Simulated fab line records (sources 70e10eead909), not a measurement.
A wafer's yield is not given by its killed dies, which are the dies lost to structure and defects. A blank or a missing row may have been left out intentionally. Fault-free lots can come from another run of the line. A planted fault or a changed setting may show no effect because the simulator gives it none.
Chamber matching || flow nandHarc || NHARC_A_STAIRCASE_DESCUM_219 on rieDiel-02: 4 sister chambers
The step chemistry O2, time 3 s. 16 wafers are shown with their chamber, then 8 later ones without.

EACH WAFER AND ITS CHAMBER
{"wafer": "L074.1", "chamber": 2, "showerheadPlenumPTorr (Torr)": 1.86, "drypumpMotorCurrentA (A)": 5.5, "oesProductAu (a.u.)": 0.987}
{"wafer": "L074.5", "chamber": 1, "showerheadPlenumPTorr (Torr)": 2.00, "drypumpMotorCurrentA (A)": 5.8, "oesProductAu (a.u.)": 1.015}
{"wafer": "L074.6", "chamber": 2, "showerheadPlenumPTorr (Torr)": 1.86, "drypumpMotorCurrentA (A)": 5.6, "oesProductAu (a.u.)": 0.987}
{"wafer": "L075.1", "chamber": 3, "showerheadPlenumPTorr (Torr)": 2.06, "drypumpMotorCurrentA (A)": 5.8, "oesProductAu (a.u.)": 0.970}
{"wafer": "L075.5", "chamber": 1, "showerheadPlenumPTorr (Torr)": 2.00, "drypumpMotorCurrentA (A)": 5.8, "oesProductAu (a.u.)": 1.002}
{"wafer": "L075.6", "chamber": 0, "showerheadPlenumPTorr (Torr)": 1.92, "drypumpMotorCurrentA (A)": 5.6, "oesProductAu (a.u.)": 0.986}
{"wafer": "L080.2", "chamber": 1, "showerheadPlenumPTorr (Torr)": 2.00, "drypumpMotorCurrentA (A)": 5.8, "oesProductAu (a.u.)": 1.024}
{"wafer": "L080.3", "chamber": 2, "showerheadPlenumPTorr (Torr)": 1.86, "drypumpMotorCurrentA (A)": 5.6, "oesProductAu (a.u.)": 1.001}
{"wafer": "L080.4", "chamber": 3, "showerheadPlenumPTorr (Torr)": 2.06, "drypumpMotorCurrentA (A)": 5.8, "oesProductAu (a.u.)": 0.983}
{"wafer": "L081.3", "chamber": 0, "showerheadPlenumPTorr (Torr)": 1.91, "drypumpMotorCurrentA (A)": 5.6, "oesProductAu (a.u.)": 0.996}
{"wafer": "L081.4", "chamber": 2, "showerheadPlenumPTorr (Torr)": 1.85, "drypumpMotorCurrentA (A)": 5.6, "oesProductAu (a.u.)": 1.001}
{"wafer": "L081.6", "chamber": 2, "showerheadPlenumPTorr (Torr)": 1.85, "drypumpMotorCurrentA (A)": 5.6, "oesProductAu (a.u.)": 1.002}
{"wafer": "L084.2", "chamber": 1, "showerheadPlenumPTorr (Torr)": 2.00, "drypumpMotorCurrentA (A)": 5.8, "oesProductAu (a.u.)": 0.992}
{"wafer": "L084.3", "chamber": 0, "showerheadPlenumPTorr (Torr)": 1.91, "drypumpMotorCurrentA (A)": 5.6, "oesProductAu (a.u.)": 0.990}
{"wafer": "L084.6", "chamber": 3, "showerheadPlenumPTorr (Torr)": 2.05, "drypumpMotorCurrentA (A)": 5.8, "oesProductAu (a.u.)": 0.986}
{"wafer": "L089.1", "chamber": 2, "showerheadPlenumPTorr (Torr)": 1.85, "drypumpMotorCurrentA (A)": 5.6, "oesProductAu (a.u.)": 0.994}

SIGNATURES (averages over the wafers above)
{"reading": "showerheadPlenumPTorr", "chamber 0": 1.9133, "chamber 1": 2.0000, "chamber 2": 1.8550, "chamber 3": 2.0567, "scatter within a chamber": 0.00486}
{"reading": "drypumpMotorCurrentA", "chamber 0": 5.600, "chamber 1": 5.800, "chamber 2": 5.583, "chamber 3": 5.800, "scatter within a chamber": 0.0264}
{"reading": "oesProductAu", "chamber 0": 0.99067, "chamber 1": 1.00825, "chamber 2": 0.99533, "chamber 3": 0.97967, "scatter within a chamber": 0.00932}
Rule: a wafer's distance from a chamber is the root of the sum, over the readings, of the square of ((its reading less the chamber's mean) divided by the reading's scatter). The wafer belongs to the nearest chamber; if the next one is less than 2 further off, it can't be placed. The scatter is the square root of a quotient: the sum, over the shown wafers, of each reading's squared deviation from its chamber's mean, divided by wafers minus chambers.

WAFERS WITHOUT THEIR CHAMBER
{"wafer": "L089.4", "showerheadPlenumPTorr (Torr)": 1.90, "drypumpMotorCurrentA (A)": 5.6, "oesProductAu (a.u.)": 0.995}
{"wafer": "L089.6", "showerheadPlenumPTorr (Torr)": 1.99, "drypumpMotorCurrentA (A)": 5.7, "oesProductAu (a.u.)": 0.997}
{"wafer": "L092.3", "showerheadPlenumPTorr (Torr)": 1.99, "drypumpMotorCurrentA (A)": 5.7, "oesProductAu (a.u.)": 1.003}
{"wafer": "L092.4", "showerheadPlenumPTorr (Torr)": 1.84, "drypumpMotorCurrentA (A)": 5.5, "oesProductAu (a.u.)": 0.998}
{"wafer": "L092.6", "showerheadPlenumPTorr (Torr)": 1.99, "drypumpMotorCurrentA (A)": 5.7, "oesProductAu (a.u.)": 1.016}
{"wafer": "L093.1", "showerheadPlenumPTorr (Torr)": 1.84, "drypumpMotorCurrentA (A)": 5.5, "oesProductAu (a.u.)": 0.994}
{"wafer": "L093.2", "showerheadPlenumPTorr (Torr)": 1.90, "drypumpMotorCurrentA (A)": 5.6, "oesProductAu (a.u.)": 0.999}
{"wafer": "L093.3", "showerheadPlenumPTorr (Torr)": 2.04, "drypumpMotorCurrentA (A)": 5.8, "oesProductAu (a.u.)": 0.985}

EACH ONE'S CHAMBER
{"wafer": "L089.4", "from the rows above": 0, "in truth": 0}
{"wafer": "L089.6", "from the rows above": 1, "in truth": 1}
{"wafer": "L092.3", "from the rows above": 1, "in truth": 1}
{"wafer": "L092.4", "from the rows above": 2, "in truth": 2}
{"wafer": "L092.6", "from the rows above": 1, "in truth": 1}
{"wafer": "L093.1", "from the rows above": 2, "in truth": 2}
{"wafer": "L093.2", "from the rows above": 0, "in truth": 0}
{"wafer": "L093.3", "from the rows above": 3, "in truth": 3}
Correct placement for 8 of the 8. From these rows, 0 cannot be placed. 0 placed wrongly.
